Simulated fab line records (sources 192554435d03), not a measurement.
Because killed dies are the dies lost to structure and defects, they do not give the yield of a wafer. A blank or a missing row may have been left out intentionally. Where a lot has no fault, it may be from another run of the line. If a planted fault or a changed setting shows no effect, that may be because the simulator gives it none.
fab line records	flow n5-finfet
record: lots: 24	wafers: 72	last-day: 22
route steps=1938 shown BEOL_M8@1369 BEOL_M9@1403
lots untouched by any fault: they come from a run of this same line in which no faults occurred
start-h: start of the lot's first displayed wafer, in hours after the record's first day	wait-h: time in hours since the lot's previous step	" same as the row above	L1.1+2: a single row standing in for several wafers	- no value, or no start was given	* or withheld: withheld	< > ~ a bound
route shown NAME@n: a module of which the file shows steps, and the number in the route of the first	usual: mean/standard deviation taken from wafers without a fault	same: alike in all rows	chamber/n: place in a boat	sites: the reading at each site	_std_site: standard deviation of those values	_edge_site: the outer-site mean with the inner-site mean subtracted	radius-mm: for every site, how far away it sits from the centre of the wafer	mask NAME#n: copy n	behind: tool/chamber where the wafer was last shaped	hold: what put the lot on hold/how long, in hours/how the hold closed	device: whichever transistor did not switch (one of n, p or np)	end of line: the same wafers' tests at the end of the route	a step given without rows: its recipe and nothing more	killed: the dies lost at the first sort to structure and to defects; this is not the yield of the wafer	map: dies across one wafer; x = killed, . = not, _ = none there
set.NAME: the setting that was run; set.NAME@STEP: the one run at that earlier step	model.NAME: the simulator's own value behind a step, which no gauge read
route steps across a sampled set of lots; one table per step, one row per wafer
services: the hour from which a tool's chamber was out of use, counted from the record's first day as start-h (under 0 if before that day), plus the number of hours and why
== steps ==
step: N5_BEOL_M8_ETCH_72
recipe: chemistry: N2/H2	target: underlayer	target-depth-a: 65	mask-material: CAR-EUV	time-s: 5.2	ion-energy-ev: 200	pressure-mtorr: 30	source-w: 840	bias-w: 150	n2-flow-sccm: 200	h2-flow-sccm: 200	ends: cleared
usual: drypump-motor-current-A: 5.7/0.34	etch-rf-on-time-s: 5.20/0.09	oes-product-au: 0.68/0.076	rf-vpp-V: 525.0/3	showerhead-plenum-p-Torr: 2.58/0.1	throttle-valve-pct: 17.92/0.18
lot.wafer	tool	chamber	start-h	wait-h	drypump-motor-current-A	etch-rf-on-time-s	oes-product-au	rf-hours-counter-h	rf-vpp-V	showerhead-plenum-p-Torr	throttle-valve-pct
L074.1	rie-diel-02	2	224.73	0.0	5.7	5.14	0.67	112	524.8	2.67	18.08
L074.3	"	0	"	"	5.6	5.26	0.59	208	521.2	2.42	17.80
L074.5	"	1	"	"	5.8	5.23	0.62	-	525.7	2.64	17.86
L075.2	rie-diel-02	3	251.56	0.0	5.6	5.34	0.63	170	519.0	2.43	18.07
L075.4	"	1	"	"	5.8	5.19	0.61	-	527.4	2.63	17.86
L075.5	"	3	"	"	5.7	5.34	0.63	-	522.1	2.43	18.06
L077.1	rie-diel-02	1	262.61	0.0	5.8	5.19	0.62	194	526.6	2.63	17.88
L077.4	"	3	"	"	5.6	5.31	0.64	173	521.4	2.43	18.09
L077.6	"	1	"	"	5.8	5.23	0.62	-	527.9	2.63	17.88
L076.4	rie-diel-04	0	271.25	0.0	6.1	5.10	0.76	34	526.0	2.71	17.74
L076.5	"	1	"	"	5.6	5.20	0.72	-	520.1	2.47	18.02
L076.6	"	2	"	"	5.2	5.29	0.58	-	524.6	2.49	17.92
L078.4	rie-diel-04	2	280.46	0.0	5.1	5.34	0.57	247	522.5	2.49	17.91
L078.5	"	2	"	"	5.1	5.33	0.58	-	523.0	2.49	17.95
L078.6	"	3	"	"	5.1	5.16	0.80	-	525.0	2.59	17.80
L079.1	rie-diel-02	2	283.18	0.0	5.7	5.13	0.67	132	530.7	2.66	18.09
L079.3	"	1	"	"	5.8	5.20	0.61	201	526.7	2.63	17.90
L079.4	"	3	"	"	5.6	5.43	0.62	180	520.2	2.43	18.11
L080.3	rie-diel-02	2	295.21	0.0	5.6	5.17	0.65	136	525.2	2.66	18.10
L080.4	"	0	"	"	5.6	5.19	0.57	230	520.2	2.41	17.87
L080.5	"	2	"	"	5.6	5.15	0.65	-	527.3	2.66	18.12
L081.1	rie-diel-05	1	330.35	0.0	5.4	5.16	0.73	46	526.8	2.71	17.80
L081.2	"	2	"	"	5.8	5.09	0.79	12	522.4	2.60	17.78
L081.4	"	0	"	"	6.3	5.17	0.72	61	526.1	2.59	17.98
L083.2	rie-diel-04	1	352.21	0.0	5.5	5.26	0.69	98	522.2	2.46	18.04
L083.3	"	2	"	"	5.2	5.12	0.80	11	520.0	2.49	17.47
L083.4	"	3	"	"	5.1	5.09	0.78	37	524.9	2.59	17.85
L084.4	rie-diel-02	3	352.48	0.0	5.6	5.37	0.61	201	520.2	2.42	18.12
L084.5	"	0	"	"	5.6	5.23	0.58	-	519.1	2.40	17.86
L084.6	"	1	"	"	5.7	5.18	0.60	-	526.7	2.62	17.92
L085.1	rie-diel-04	2	360.45	0.0	5.2	5.08	0.80	14	523.6	2.48	17.47
L085.2	"	3	"	"	5.1	5.10	0.77	41	525.7	2.58	17.85
L085.6	"	0	"	"	6.1	5.05	0.74	-	530.1	2.70	17.81
L086.3	rie-diel-05	3	372.00	0.0	6.6	5.26	0.58	245	526.6	2.60	18.04
L086.5	"	2	"	"	5.8	5.12	0.79	-	523.3	2.59	17.79
L086.6	"	1	"	"	5.4	5.19	0.73	-	528.6	2.71	17.83
L087.2	rie-diel-02	3	381.45	0.0	5.6	5.37	0.61	210	520.1	2.41	18.16
L087.4	"	3	"	"	5.6	5.42	0.60	-	520.9	2.41	18.13
L087.6	"	2	"	"	5.7	5.19	0.64	-	527.6	2.65	18.14
L090.3	rie-diel-05	1	382.94	0.0	5.4	5.19	0.73	56	527.2	2.71	17.85
L090.5	"	1	"	"	5.4	5.17	0.73	-	526.0	2.71	17.85
L090.6	"	3	"	"	6.5	5.25	0.58	-	526.3	2.60	18.06
L088.2	rie-diel-05	3	394.40	0.0	6.6	5.25	0.57	253	525.8	2.60	18.06
L088.5	"	3	"	"	6.7	5.22	0.57	-	525.2	2.60	18.05
L088.6	"	1	"	"	5.4	5.15	0.72	-	529.4	2.70	17.86
L095.4	rie-diel-04	2	408.28	0.0	5.1	5.14	0.77	-	523.0	2.48	17.55
L095.5	"	1	"	"	5.6	5.25	0.68	-	522.3	2.45	18.09
L095.6	"	3	"	"	5.1	5.14	0.74	-	524.3	2.58	17.84
L097.3	rie-diel-05	2	408.37	0.0	5.8	5.15	0.76	33	524.2	2.59	17.82
L097.4	"	0	"	"	6.3	5.25	0.69	-	523.6	2.58	17.98
L097.5	"	2	"	"	5.8	5.18	0.75	-	524.7	2.59	17.83
L091.1	rie-diel-05	2	414.61	0.0	5.8	5.09	0.77	36	523.7	2.59	17.85
L091.2	"	0	"	"	6.3	5.22	0.71	77	527.2	2.58	17.98
L091.3	"	1	"	"	5.4	5.16	0.72	69	527.5	2.70	17.84
L092.1	rie-diel-05	0	424.04	0.0	6.3	5.23	0.70	81	526.9	2.58	18.00
L092.2	"	2	"	"	5.7	5.08	0.76	39	527.7	2.59	17.81
L092.5	"	0	"	"	6.3	5.19	0.70	-	522.9	2.58	18.02
L089.1	rie-diel-02	3	432.31	0.0	5.6	5.38	0.59	228	519.6	2.41	18.18
L089.2	"	2	"	"	5.7	5.19	0.62	181	526.0	2.64	18.17
L089.3	"	1	"	"	5.8	5.24	0.57	248	527.1	2.61	17.99
L094.1	rie-diel-04	3	432.61	0.0	5.1	5.17	0.73	62	525.5	2.57	17.88
L094.5	"	0	"	"	6.1	5.11	0.71	-	527.5	2.69	17.82
L094.6	"	3	"	"	5.1	5.14	0.74	-	526.7	2.57	17.88
L093.1	rie-diel-02	1	432.71	0.0	5.8	5.22	0.58	248	525.1	2.61	17.98
L093.4	"	0	"	"	5.6	5.13	0.80	13	528.9	2.71	17.47
L093.5	"	2	"	"	5.7	5.09	0.63	-	527.3	2.64	18.18
L082.1	rie-diel-02	3	439.66	0.0	5.6	5.34	0.60	231	523.2	2.40	18.17
L082.3	"	0	"	"	5.6	5.16	0.80	15	528.4	2.71	17.49
L082.6	"	3	"	"	5.6	5.34	0.59	-	519.6	2.40	18.19
L096.3	rie-diel-02	3	440.94	0.0	5.6	5.38	0.59	232	519.8	2.41	18.18
L096.4	"	0	"	"	5.6	5.10	0.81	-	530.6	2.71	17.50
L096.6	"	2	"	"	5.7	5.12	0.62	-	524.5	2.64	18.20
step: N5_BEOL_M8_STRIP_80
recipe: chemistry: N2/H2	time-s: 10	power-w: 450	temp-c: 40	pressure-mtorr: 20	rf-frequency-hz: 6e+07	bias-power-w: 7	n2-flow-sccm: 200	h2-flow-sccm: 200
usual: drypump-motor-current-A: 5.7/0.34	oes-product-au: 0.80/0.087	rf-vpp-V: 59.4/0.92	showerhead-plenum-p-Torr: 2.58/0.1	throttle-valve-pct: 23.73/0.23
lot.wafer	tool	chamber	start-h	wait-h	drypump-motor-current-A	oes-product-au	rf-hours-counter-h	rf-vpp-V	showerhead-plenum-p-Torr	throttle-valve-pct
L074.1	rie-diel-02	2	-	-	5.7	0.79	112	59.4	2.67	24.00
L074.3	"	0	"	"	5.6	0.70	208	57.8	2.41	23.50
L074.5	"	1	"	"	5.8	0.73	-	58.3	2.63	23.60
L075.2	rie-diel-02	3	-	-	5.6	0.76	170	59.6	2.43	23.87
L075.4	"	1	"	"	5.8	0.72	-	57.7	2.63	23.62
L075.5	"	3	"	"	5.6	0.75	-	59.7	2.43	23.85
L077.1	rie-diel-02	1	-	-	5.7	0.72	194	58.8	2.63	23.63
L077.4	"	3	"	"	5.6	0.76	174	58.0	2.42	23.88
L077.6	"	1	"	"	5.7	0.72	-	59.7	2.63	23.62
L076.4	rie-diel-04	0	-	-	6.1	0.90	34	60.5	2.71	23.59
L076.5	"	1	"	"	5.6	0.85	-	58.3	2.47	23.88
L076.6	"	2	"	"	5.2	0.68	-	60.1	2.49	23.57
L078.4	rie-diel-04	2	-	-	5.1	0.67	247	59.5	2.49	23.56
L078.5	"	2	"	"	5.2	0.67	-	59.7	2.49	23.56
L078.6	"	3	"	"	5.1	0.96	-	59.3	2.59	23.77
L079.1	rie-diel-02	2	-	-	5.7	0.76	132	59.9	2.66	24.01
L079.3	"	1	"	"	5.8	0.71	201	60.0	2.62	23.63
L079.4	"	3	"	"	5.6	0.74	180	59.5	2.42	23.88
L080.3	rie-diel-02	2	-	-	5.7	0.77	136	59.3	2.66	24.01
L080.4	"	0	"	"	5.6	0.68	230	58.2	2.40	23.52
L080.5	"	2	"	"	5.7	0.76	-	60.3	2.66	24.01
L081.1	rie-diel-05	1	-	-	5.4	0.87	47	61.4	2.71	23.76
L081.2	"	2	"	"	5.8	0.93	12	60.1	2.59	23.51
L081.4	"	0	"	"	6.3	0.85	61	59.3	2.59	23.92
L083.2	rie-diel-04	1	-	-	5.6	0.83	98	59.8	2.46	23.92
L083.3	"	2	"	"	5.2	0.94	11	59.7	2.48	23.15
L083.4	"	3	"	"	5.2	0.91	38	60.2	2.58	23.80
L084.4	rie-diel-02	3	-	-	5.6	0.73	201	58.2	2.41	23.90
L084.5	"	0	"	"	5.6	0.67	-	57.3	2.40	23.55
L084.6	"	1	"	"	5.7	0.70	-	58.2	2.61	23.66
L085.1	rie-diel-04	2	-	-	5.2	0.91	14	58.2	2.48	23.16
L085.2	"	3	"	"	5.1	0.90	41	58.6	2.58	23.79
L085.6	"	0	"	"	6.1	0.85	-	58.9	2.69	23.62
L086.3	rie-diel-05	3	-	-	6.6	0.67	245	60.0	2.60	23.74
L086.5	"	2	"	"	5.8	0.91	-	59.7	2.59	23.52
L086.6	"	1	"	"	5.4	0.86	-	60.5	2.70	23.77
L087.2	rie-diel-02	3	-	-	5.6	0.72	210	58.4	2.41	23.90
L087.4	"	3	"	"	5.6	0.72	-	60.4	2.41	23.91
L087.6	"	2	"	"	5.7	0.75	-	58.7	2.65	24.05
L090.3	rie-diel-05	1	-	-	5.4	0.85	56	60.4	2.70	23.77
L090.5	"	1	"	"	5.4	0.86	-	60.6	2.70	23.77
L090.6	"	3	"	"	6.6	0.67	-	59.4	2.60	23.73
L088.2	rie-diel-05	3	-	-	6.6	0.66	253	60.2	2.60	23.74
L088.5	"	3	"	"	6.6	0.66	-	58.6	2.60	23.74
L088.6	"	1	"	"	5.4	0.85	-	59.3	2.70	23.78
L095.4	rie-diel-04	2	-	-	5.2	0.88	-	59.5	2.47	23.19
L095.5	"	1	"	"	5.6	0.80	-	58.4	2.45	23.92
L095.6	"	3	"	"	5.1	0.87	-	58.3	2.57	23.82
L097.3	rie-diel-05	2	-	-	5.8	0.88	33	61.3	2.58	23.55
L097.4	"	0	"	"	6.3	0.83	-	58.5	2.58	23.92
L097.5	"	2	"	"	5.7	0.87	-	60.6	2.58	23.53
L091.1	rie-diel-05	2	-	-	5.8	0.88	36	60.2	2.58	23.53
L091.2	"	0	"	"	6.3	0.82	77	59.1	2.58	23.92
L091.3	"	1	"	"	5.4	0.85	69	60.0	2.70	23.79
L092.1	rie-diel-05	0	-	-	6.3	0.82	81	58.6	2.58	23.94
L092.2	"	2	"	"	5.8	0.87	39	59.9	2.58	23.53
L092.5	"	0	"	"	6.3	0.81	-	61.2	2.58	23.93
L089.1	rie-diel-02	3	-	-	5.6	0.71	228	58.8	2.40	23.94
L089.2	"	2	"	"	5.7	0.73	182	58.5	2.64	24.07
L089.3	"	1	"	"	5.7	0.68	248	60.5	2.60	23.69
L094.1	rie-diel-04	3	-	-	5.1	0.86	63	60.3	2.57	23.84
L094.5	"	0	"	"	6.1	0.84	-	58.7	2.69	23.64
L094.6	"	3	"	"	5.1	0.87	-	60.2	2.57	23.83
L093.1	rie-diel-02	1	-	-	5.8	0.69	248	58.3	2.60	23.68
L093.4	"	0	"	"	5.6	0.94	13	60.0	2.71	23.24
L093.5	"	2	"	"	5.7	0.73	-	59.4	2.64	24.09
L082.1	rie-diel-02	3	-	-	5.6	0.71	231	58.1	2.40	23.92
L082.3	"	0	"	"	5.6	0.94	15	61.0	2.71	23.25
L082.6	"	3	"	"	5.6	0.70	-	58.6	2.40	23.93
L096.3	rie-diel-02	3	-	-	5.6	0.71	232	58.5	2.40	23.95
L096.4	"	0	"	"	5.6	0.93	-	60.2	2.71	23.24
L096.6	"	2	"	"	5.6	0.73	-	59.0	2.64	24.09
step: N5_BEOL_M8_CD_MEAS_35
recipe: target-cd-nm: 40	polarity: opening
usual: cd-nm: 40.0/0.51
lot.wafer	tool	chamber	start-h	wait-h	cd-nm
L074.1	cd-sem-02	-	225.28	0.0	40.0
L074.3	"	-	"	"	40.0
L074.5	"	-	"	"	39.9
L075.2	cd-sem-03	-	252.11	0.0	40.0
L075.4	"	-	"	"	39.6
L075.5	"	-	"	"	39.7
L077.1	cd-sem-02	-	263.17	0.0	40.6
L077.4	"	-	"	"	40.5
L077.6	"	-	"	"	41.1
L076.4	cd-sem-01	-	271.80	0.0	39.8
L076.5	"	-	"	"	39.6
L076.6	"	-	"	"	39.9
L078.4	cd-sem-01	-	281.03	0.0	39.8
L078.5	"	-	"	"	39.6
L078.6	"	-	"	"	40.0
L079.1	cd-sem-03	-	283.73	0.0	40.7
L079.3	"	-	"	"	40.0
L079.4	"	-	"	"	39.9
L080.3	cd-sem-02	-	295.76	0.0	39.6
L080.4	"	-	"	"	38.4
L080.5	"	-	"	"	39.6
L081.1	cd-sem-01	-	330.91	0.0	39.3
L081.2	"	-	"	"	39.4
L081.4	"	-	"	"	39.3
L083.2	cd-sem-03	-	352.76	0.0	40.3
L083.3	"	-	"	"	41.0
L083.4	"	-	"	"	40.9
L084.4	cd-sem-01	-	353.04	0.0	39.2
L084.5	"	-	"	"	38.9
L084.6	"	-	"	"	39.5
L085.1	cd-sem-02	-	361.00	0.0	39.9
L085.2	"	-	"	"	40.1
L085.6	"	-	"	"	40.4
L086.3	cd-sem-02	-	372.55	0.0	40.7
L086.5	"	-	"	"	40.4
L086.6	"	-	"	"	40.8
L087.2	cd-sem-03	-	382.00	0.0	40.5
L087.4	"	-	"	"	41.0
L087.6	"	-	"	"	41.1
L090.3	cd-sem-02	-	383.50	0.0	40.1
L090.5	"	-	"	"	40.8
L090.6	"	-	"	"	40.9
L088.2	cd-sem-01	-	394.96	0.0	39.3
L088.5	"	-	"	"	40.2
L088.6	"	-	"	"	40.0
L095.4	cd-sem-02	-	408.83	0.0	40.0
L095.5	"	-	"	"	39.5
L095.6	"	-	"	"	40.5
L097.3	cd-sem-01	-	408.92	0.0	39.9
L097.4	"	-	"	"	39.9
L097.5	"	-	"	"	40.0
L091.1	cd-sem-01	-	415.16	0.0	40.0
L091.2	"	-	"	"	40.0
L091.3	"	-	"	"	40.4
L092.1	cd-sem-02	-	424.60	0.0	39.6
L092.2	"	-	"	"	40.4
L092.5	"	-	"	"	40.8
L089.1	cd-sem-03	-	432.88	0.0	40.9
L089.2	"	-	"	"	40.6
L089.3	"	-	"	"	40.0
L094.1	cd-sem-01	-	433.17	0.0	39.7
L094.5	"	-	"	"	40.2
L094.6	"	-	"	"	40.2
L093.1	cd-sem-01	-	433.29	0.0	39.6
L093.4	"	-	"	"	39.5
L093.5	"	-	"	"	39.4
L082.1	cd-sem-03	-	440.22	0.0	40.2
L082.3	"	-	"	"	40.3
L082.6	"	-	"	"	40.2
L096.3	cd-sem-03	-	441.49	0.0	40.0
L096.4	"	-	"	"	39.7
L096.6	"	-	"	"	40.3
step: N5_BEOL_M9_THK_MEAS_01
recipe: reads: SiCOH_lowk_of_BEOL_M9_ILD_DEP_00
usual: M9_ILD_THK: 268/3.1
lot.wafer	tool	chamber	start-h	wait-h	M9_ILD_THK[nm]
L074.1	film-metro-02	-	228.33	0.4	265
L074.3	"	-	"	"	266
L074.5	"	-	"	"	268
L075.2	film-metro-02	-	257.69	0.7	265
L075.4	"	-	"	"	269
L075.5	"	-	"	"	267
L077.1	film-metro-02	-	267.36	0.4	269
L077.4	"	-	"	"	268
L077.6	"	-	"	"	269
L076.4	film-metro-02	-	276.73	0.2	269
L076.5	"	-	"	"	273
L076.6	"	-	"	"	271
L078.4	film-metro-02	-	283.91	0.2	269
L078.5	"	-	"	"	267
L078.6	"	-	"	"	266
L079.1	film-metro-01	-	288.29	0.8	264
L079.3	"	-	"	"	264
L079.4	"	-	"	"	269
L080.3	film-metro-01	-	298.63	0.3	267
L080.4	"	-	"	"	265
L080.5	"	-	"	"	268
L081.1	film-metro-02	-	334.39	0.8	269
L081.2	"	-	"	"	269
L081.4	"	-	"	"	273
L083.2	film-metro-02	-	355.65	0.4	266
L083.3	"	-	"	"	269
L083.4	"	-	"	"	273
L084.4	film-metro-01	-	357.30	0.2	266
L084.5	"	-	"	"	268
L084.6	"	-	"	"	268
L085.1	film-metro-01	-	365.65	0.4	263
L085.2	"	-	"	"	266
L085.6	"	-	"	"	271
L086.3	film-metro-01	-	375.63	0.5	266
L086.5	"	-	"	"	270
L086.6	"	-	"	"	273
L087.2	film-metro-02	-	386.68	0.7	267
L087.4	"	-	"	"	271
L087.6	"	-	"	"	272
L090.3	film-metro-01	-	386.75	0.3	268
L090.5	"	-	"	"	266
L090.6	"	-	"	"	269
L088.2	film-metro-01	-	398.96	0.4	267
L088.5	"	-	"	"	268
L088.6	"	-	"	"	263
L095.4	film-metro-01	-	413.05	0.2	270
L095.5	"	-	"	"	269
L095.6	"	-	"	"	272
L097.3	film-metro-02	-	413.07	0.3	266
L097.4	"	-	"	"	270
L097.5	"	-	"	"	273
L091.1	film-metro-01	-	418.77	0.4	265
L091.2	"	-	"	"	265
L091.3	"	-	"	"	268
L092.1	film-metro-02	-	427.35	0.4	266
L092.2	"	-	"	"	267
L092.5	"	-	"	"	269
L089.1	film-metro-01	-	436.59	0.4	264
L089.2	"	-	"	"	268
L089.3	"	-	"	"	265
L094.1	film-metro-02	-	436.70	0.4	265
L094.5	"	-	"	"	265
L094.6	"	-	"	"	269
L093.1	film-metro-02	-	438.01	0.4	267
L093.4	"	-	"	"	271
L093.5	"	-	"	"	270
L082.1	film-metro-02	-	443.75	0.4	265
L082.3	"	-	"	"	267
L082.6	"	-	"	"	273
L096.3	film-metro-01	-	445.68	0.3	270
L096.4	"	-	"	"	274
L096.6	"	-	"	"	275
step: N5_BEOL_M9_PECVD_70
recipe: material: SiO2	target-thk-a: 200	temp-c: 400	precursor: TEOS/O2	pressure-torr: 5.5	rf-w: 450	teos-flow-sccm: 53.8	gas: O2	flow-sccm: 3000	time-s: 22.7
usual: chamber-pressure-Torr: 5.499/0.011	heater-power-w: 694/73	showerhead-plenum-p-Torr: 8.76/0.047	throttle-valve-pct: 22.4/0.89
lot.wafer	tool	chamber	start-h	wait-h	chamber-pressure-Torr	heater-power-w	showerhead-plenum-p-Torr	throttle-valve-pct
L074.1	pecvd-01	0	228.37	0.0	5.506	626	8.76	24.2
L074.3	"	2	"	"	5.507	830	8.81	20.8
L074.5	"	0	"	"	5.513	637	8.76	24.4
L075.2	pecvd-03	0	257.72	0.0	5.484	764	8.77	23.0
L075.4	"	1	"	"	5.510	668	8.67	22.9
L075.5	"	2	"	"	5.497	688	8.75	20.7
L077.1	pecvd-02	0	267.40	0.0	5.489	785	8.79	23.0
L077.4	"	0	"	"	5.496	806	8.79	22.9
L077.6	"	2	"	"	5.477	610	8.74	21.9
L076.4	pecvd-02	1	276.78	0.1	5.484	655	8.79	21.6
L076.5	"	2	"	"	5.506	600	8.75	22.3
L076.6	"	1	"	"	5.489	652	8.77	21.8
L078.4	pecvd-01	0	283.96	0.1	5.481	709	8.75	24.0
L078.5	"	2	"	"	5.487	778	8.82	21.0
L078.6	"	1	"	"	5.507	690	8.85	22.1
L079.1	pecvd-03	0	288.32	0.0	5.493	757	8.81	23.2
L079.3	"	1	"	"	5.499	629	8.65	23.0
L079.4	"	2	"	"	5.494	680	8.73	20.9
L080.3	pecvd-03	1	298.66	0.0	5.490	698	8.66	23.0
L080.4	"	1	"	"	5.496	691	8.67	22.9
L080.5	"	2	"	"	5.514	671	8.74	20.8
L081.1	pecvd-03	0	334.43	0.0	5.491	681	8.76	22.8
L081.2	"	2	"	"	5.511	727	8.74	20.8
L081.4	"	2	"	"	5.502	725	8.74	21.0
L083.2	pecvd-03	2	355.68	0.0	5.502	637	8.75	20.9
L083.3	"	1	"	"	5.489	630	8.64	23.2
L083.4	"	0	"	"	5.481	691	8.79	22.9
L084.4	pecvd-02	0	357.35	0.1	5.511	838	8.79	22.9
L084.5	"	0	"	"	5.498	822	8.78	22.8
L084.6	"	1	"	"	5.513	591	8.76	21.8
L085.1	pecvd-02	1	365.68	0.0	5.499	620	8.78	21.7
L085.2	"	0	"	"	5.485	812	8.79	23.0
L085.6	"	0	"	"	5.488	856	8.79	22.9
L086.3	pecvd-02	1	375.66	0.0	5.515	626	8.75	22.1
L086.5	"	0	"	"	5.503	705	8.82	22.5
L086.6	"	2	"	"	5.474	674	8.71	22.5
L087.2	pecvd-01	0	386.72	0.0	5.497	697	8.75	24.3
L087.4	"	0	"	"	5.511	704	8.75	24.4
L087.6	"	2	"	"	5.497	813	8.78	21.3
L090.3	pecvd-02	2	386.78	0.0	5.513	718	8.72	22.4
L090.5	"	0	"	"	5.505	833	8.81	22.9
L090.6	"	2	"	"	5.495	703	8.71	22.4
L088.2	pecvd-02	2	398.99	0.0	5.506	668	8.72	22.4
L088.5	"	2	"	"	5.513	668	8.71	22.2
L088.6	"	1	"	"	5.503	651	8.75	21.6
L095.4	pecvd-01	2	413.10	0.1	5.488	725	8.78	20.9
L095.5	"	0	"	"	5.491	683	8.75	24.5
L095.6	"	1	"	"	5.508	778	8.86	22.2
L097.3	pecvd-02	1	413.11	0.0	5.514	631	8.77	21.9
L097.4	"	2	"	"	5.499	682	8.71	22.3
L097.5	"	1	"	"	5.503	649	8.79	21.9
L091.1	pecvd-02	2	418.81	0.0	5.497	635	8.73	22.4
L091.2	"	1	"	"	5.488	570	8.76	21.7
L091.3	"	0	"	"	5.504	779	8.79	23.0
L092.1	pecvd-02	1	427.39	0.0	5.489	593	8.76	21.8
L092.2	"	2	"	"	5.506	685	8.70	22.1
L092.5	"	1	"	"	5.486	587	8.80	21.9
L089.1	pecvd-03	0	436.64	0.0	5.514	713	8.78	23.4
L089.2	"	2	"	"	5.503	693	8.75	21.3
L089.3	"	1	"	"	5.505	665	8.68	22.7
L094.1	pecvd-02	2	436.74	0.0	5.471	626	8.73	22.7
L094.5	"	1	"	"	5.494	600	8.78	21.9
L094.6	"	2	"	"	5.489	637	8.73	22.2
L093.1	pecvd-03	2	438.07	0.1	5.510	699	8.74	21.1
L093.4	"	0	"	"	5.508	752	8.79	23.3
L093.5	"	1	"	"	5.517	699	8.66	22.9
L082.1	pecvd-02	2	443.78	0.0	5.489	570	8.73	22.4
L082.3	"	1	"	"	5.494	643	8.77	21.9
L082.6	"	1	"	"	5.493	635	8.75	21.6
L096.3	pecvd-01	1	445.72	0.0	5.504	708	8.81	22.4
L096.4	"	0	"	"	5.495	702	8.77	24.4
L096.6	"	2	"	"	5.490	693	8.80	21.2
step: N5_BEOL_M9_CD_MEAS_18
recipe: pitch-nm: 140	target-cd-nm: 70
usual: cd-nm: 70.0/0.47
lot.wafer	tool	chamber	start-h	wait-h	cd-nm
L074.1	cd-sem-03	-	229.82	0.0	70.6
L074.3	"	-	"	"	70.7
L074.5	"	-	"	"	70.1
L075.2	cd-sem-03	-	258.94	0.1	70.9
L075.4	"	-	"	"	69.5
L075.5	"	-	"	"	69.8
L077.1	cd-sem-02	-	268.52	0.0	69.6
L077.4	"	-	"	"	69.8
L077.6	"	-	"	"	69.7
L076.4	cd-sem-01	-	278.10	0.1	70.1
L076.5	"	-	"	"	70.2
L076.6	"	-	"	"	70.1
L078.4	cd-sem-02	-	286.74	0.1	70.4
L078.5	"	-	"	"	70.4
L078.6	"	-	"	"	70.1
L079.1	cd-sem-02	-	289.44	0.0	69.8
L079.3	"	-	"	"	69.0
L079.4	"	-	"	"	70.1
L080.3	cd-sem-01	-	300.57	0.1	70.0
L080.4	"	-	"	"	70.5
L080.5	"	-	"	"	69.8
L081.1	cd-sem-03	-	335.99	0.0	70.2
L081.2	"	-	"	"	70.0
L081.4	"	-	"	"	69.9
L083.2	cd-sem-01	-	358.11	0.1	70.5
L083.3	"	-	"	"	70.2
L083.4	"	-	"	"	70.1
L084.4	cd-sem-01	-	359.09	0.1	70.6
L084.5	"	-	"	"	71.0
L084.6	"	-	"	"	70.4
L085.1	cd-sem-03	-	368.72	0.0	70.2
L085.2	"	-	"	"	70.3
L085.6	"	-	"	"	70.7
L086.3	cd-sem-03	-	377.55	0.1	70.2
L086.5	"	-	"	"	69.2
L086.6	"	-	"	"	69.7
L087.2	cd-sem-03	-	388.39	0.1	69.4
L087.4	"	-	"	"	69.6
L087.6	"	-	"	"	69.5
L090.3	cd-sem-03	-	388.46	0.1	70.0
L090.5	"	-	"	"	70.2
L090.6	"	-	"	"	70.0
L088.2	cd-sem-01	-	400.14	0.1	69.8
L088.5	"	-	"	"	70.1
L088.6	"	-	"	"	70.5
L095.4	cd-sem-03	-	416.16	0.1	70.1
L095.5	"	-	"	"	70.3
L095.6	"	-	"	"	70.0
L097.3	cd-sem-01	-	416.47	0.1	70.1
L097.4	"	-	"	"	70.8
L097.5	"	-	"	"	70.7
L091.1	cd-sem-01	-	420.35	0.0	69.7
L091.2	"	-	"	"	70.1
L091.3	"	-	"	"	69.3
L092.1	cd-sem-03	-	429.23	0.0	69.8
L092.2	"	-	"	"	69.5
L092.5	"	-	"	"	69.9
L089.1	cd-sem-01	-	438.49	0.0	69.7
L089.2	"	-	"	"	70.5
L089.3	"	-	"	"	69.9
L094.1	cd-sem-02	-	438.68	0.0	69.7
L094.5	"	-	"	"	69.5
L094.6	"	-	"	"	69.7
L093.1	cd-sem-02	-	441.42	0.0	70.8
L093.4	"	-	"	"	70.7
L093.5	"	-	"	"	70.4
L082.1	cd-sem-03	-	446.75	0.0	69.9
L082.3	"	-	"	"	70.1
L082.6	"	-	"	"	70.4
L096.3	cd-sem-01	-	447.26	0.1	69.5
L096.4	"	-	"	"	70.3
L096.6	"	-	"	"	69.9
== services ==
tool	chamber	start-h	hours	kind
rie-diel-02	-	238.40	0.2	repair
rie-diel-02	0	251.28	2.0	repair
rie-diel-05	2	261.55	-	clean
rie-diel-05	2	261.55	-	consumable-replace:focus-ring
pecvd-02	0	274.67	30.8	repair
pecvd-01	0	331.19	20.5	repair
rie-diel-05	1	333.99	5.9	repair
rie-diel-02	3	335.79	4.6	repair
pecvd-02	2	337.97	16.0	repair
pecvd-02	2	355.96	3.8	repair
rie-diel-02	0	365.28	-	clean
rie-diel-02	0	365.28	-	consumable-replace:focus-ring
rie-diel-02	0	365.28	-	consumable-replace:showerhead
rie-diel-02	0	365.28	24.1	scheduled-down
rie-diel-02	0	365.28	24.1	vent-cycle
pecvd-01	-	367.97	1.2	repair
rie-diel-04	3	382.33	7.4	repair
rie-diel-04	0	393.93	4.7	repair
rie-diel-04	0	401.55	15.5	repair
pecvd-01	-	402.06	1.0	repair
rie-diel-02	0	421.32	2.2	repair
pecvd-01	-	432.73	5.5	pm
rie-diel-02	1	438.42	-	clean
rie-diel-02	1	438.42	-	consumable-replace:focus-ring
== key ==
fault none
